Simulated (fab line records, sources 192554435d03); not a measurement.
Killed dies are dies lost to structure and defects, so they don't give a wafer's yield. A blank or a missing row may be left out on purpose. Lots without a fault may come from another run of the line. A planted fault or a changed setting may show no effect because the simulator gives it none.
Chamber matching | flow n5_finfet | N5_BEOL_M3_ETCHBACK_99 on rie_diel-02: 4 sister chambers
The step etches SiO2 in CHF3, target depth 5 nm, time 10.4 s. 4 wafers are shown with their chamber, then 11 later ones without.

WAFERS WITH THEIR CHAMBER
wafer  | chamber | throttle_valve_pct (%)
L084.2 | 0       | 17.16
L091.4 | 2       | 16.82
L091.6 | 3       | 17.12
L092.2 | 1       | 16.72

WAFERS WITHOUT THEIR CHAMBER
wafer  | throttle_valve_pct (%)
L092.3 | 17.10
L092.5 | 17.13
L094.2 | 17.13
L094.4 | 17.12
L094.5 | 16.84
L095.1 | 16.85
L095.2 | 16.82
L095.3 | 16.85
L097.1 | 16.83
L097.3 | 16.86
L097.4 | 16.83

WHICH CHAMBER EACH WENT THROUGH
wafer  | from the rows above     | in truth
L092.3 | can't be placed: 3 or 0 | 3
L092.5 | can't be placed: 3 or 0 | 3
L094.2 | can't be placed: 3 or 0 | 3
L094.4 | can't be placed: 3 or 0 | 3
L094.5 | 2                       | 2
L095.1 | 2                       | 2
L095.2 | 2                       | 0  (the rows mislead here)
L095.3 | 2                       | 2
L097.1 | 2                       | 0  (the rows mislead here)
L097.3 | 2                       | 2
L097.4 | 2                       | 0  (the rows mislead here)
Placed correctly: 4 of 11. Can't be placed from these rows: 4 (the true chamber is among the candidates in 4). Placed wrongly: 3.
How it was worked out, from the rows above alone: a wafer's distance from a chamber is the root of the sum, over the readings, of the square of ((its reading less the chamber's mean) divided by the reading's scatter). The wafer belongs to the nearest chamber; if the next one is less than 2 further off, it can't be placed. A chamber's mean is the mean of its shown wafers. The scatter: with one shown wafer a chamber, the root of the mean of the squares of how far each hidden wafer lies from its nearest shown one.
